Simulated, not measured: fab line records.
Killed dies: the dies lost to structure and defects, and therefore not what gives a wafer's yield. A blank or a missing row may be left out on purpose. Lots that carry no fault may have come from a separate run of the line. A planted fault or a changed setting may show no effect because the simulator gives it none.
Struck lot and sound lot, side by side / flow nand_harc / 14 out of 1302 route steps
Sound: wafers L263.1, L263.2, L263.3. Wafers L260.1, L260.5, L260.6 were the ones struck. The cause is given at the end.
Each step with rows lists, per side, the tool, then ch with its chambers, then its first start. Under that, the readings that differ: sound wafers / struck wafers / difference of the means / sigmas: that difference in standard deviations of wafers without a fault.
alike: readings whose means differ by less than 2 such deviations, and words and numbers that are the same on both sides. not compared: withheld readings, readings that some wafer has no value for, bounds like >300 that may hide the same value, and numbers for which the record gives no deviation and whose values overlap.
Wherever a step has rows on one side only, a row that says differs or no value, or a row with sigmas, the two part there. Non-overlapping numbers with no deviation appear without sigmas and do not part them. A reading missing from all wafers of one side parts the sides only when that side holds two or more wafers.

first, 3 steps without rows for these wafers: NHARC_A_CHANNEL_HOLE_D1_EXPOSE_07 (exposes mask HOLE D1, target cd 100 nm); NHARC_A_CHANNEL_HOLE_D1_PEB_08 (peb time 65 s); NHARC_A_CHANNEL_HOLE_D1_DEVELOP_09 (develop time 35 s).
NHARC_A_CHANNEL_HOLE_D1_CD_MEAS_10: target cd 100 nm.
  sound on cd_sem-01 ch 0, day 13 07:48; struck on cd_sem-02 ch 0, day 12 13:11
  alike: cd_nm
NHARC_A_CHANNEL_HOLE_D1_OVL_MEAS_11:
  sound on overlay-02 at day 13 07:53; struck on overlay-01 at day 12 13:16
  alike: overlay_x_nm, overlay_y_nm
NHARC_A_CHANNEL_HOLE_D1_INSPECT_12:
  sound on defect_inspect-01 at day 13 07:56; struck on defect_inspect-01 at day 12 13:19
  alike: raw_defect_count
NHARC_A_CHANNEL_HOLE_D1_DESCUM_15: chemistry O2, time 3 s.
  sound on rie_diel-04 ch 0,1,2, day 13 07:59; struck on rie_diel-06 ch 0,3, day 12 13:23
reading=drypump_motor_current_A (A); sound=6.0 5.3 4.8; struck=6.4 6.4 6.0; difference=+0.9; sigmas=+2
  alike: oes_product_au, rf_vpp_V, showerhead_plenum_p_Torr, throttle_valve_pct
  not compared: rf_hours_counter_h
NHARC_A_CHANNEL_HOLE_D1_ETCH_38: etches the open film in CF4, target depth 39 nm, time 65 s.
  sound on rie_diel-04 ch 0,1,2, day 13 08:05; struck on rie_diel-06 ch 0,1,3, day 12 13:28
  alike: bias_w, cf4_flow_sccm, drypump_motor_current_A, oes_product_au, rf_vpp_V, showerhead_plenum_p_Torr, throttle_valve_pct
  not compared: rf_hours_counter_h
NHARC_A_CHANNEL_HOLE_D1_ETCH_39: etches the open film in N2/H2, target depth 260 nm, time 325 s.
  sound: rie_diel-04 ch 1,2,3; struck: rie_diel-06 ch 1,2,3
  alike: bias_w, chamber_pressure_mTorr, drypump_motor_current_A, oes_product_au, rf_vpp_V, showerhead_plenum_p_Torr, throttle_valve_pct
  not compared: rf_hours_counter_h
NHARC_A_CHANNEL_HOLE_D1_ETCH_34: etches the open film in CF4/CHF3, target depth 154 nm, time 77 s.
  sound: rie_diel-04 ch 1,2,3; struck: rie_diel-06 ch 0,3
  alike: bias_w, cf4_flow_sccm, drypump_motor_current_A, oes_product_au, rf_vpp_V, showerhead_plenum_p_Torr, throttle_valve_pct
  not compared: rf_hours_counter_h
NHARC_A_CHANNEL_HOLE_D1_ETCH_16: etches the open film in O2/COS, target depth 3100 nm, time 806 s.
  sound: rie_diel-04 ch 0,1,3; struck: rie_diel-06 ch 2,3
  alike: bias_w, chamber_pressure_mTorr, drypump_motor_current_A, oes_product_au, rf_vpp_V, showerhead_plenum_p_Torr, throttle_valve_pct
  not compared: rf_hours_counter_h
NHARC_A_CHANNEL_HOLE_D1_CD_MEAS_18:
  sound on cd_sem-02 at day 13 09:06; struck on cd_sem-02 at day 12 14:29
  alike: cd_nm
NHARC_A_CHANNEL_HOLE_D1_ETCH_19: etches the open film in C4F8/O2/Ar, time 34.5 s.
  sound on har_etch-01 ch 0,1, day 13 11:43; struck on har_etch-02 ch 0,1, day 12 14:33
  no value came back on the struck wafers for any of 6 readings (bias_v (V), c4f8_flow_sccm (sccm) and others); on the sound wafers bias_v (V) reads 1209 1212 1202
  not compared: rf_hours_counter_h
then, 1 step without rows for these wafers: NHARC_A_CHANNEL_HOLE_D1_ETCH_20 (etches the open film in C4F8/O2/Ar, time 361.9 s, target depth 1600 nm).

## WHERE THEY PART
First at NHARC_A_CHANNEL_HOLE_D1_DESCUM_15; last, within this record, at NHARC_A_CHANNEL_HOLE_D1_ETCH_19.

WHY: whatever the simulator had introduced
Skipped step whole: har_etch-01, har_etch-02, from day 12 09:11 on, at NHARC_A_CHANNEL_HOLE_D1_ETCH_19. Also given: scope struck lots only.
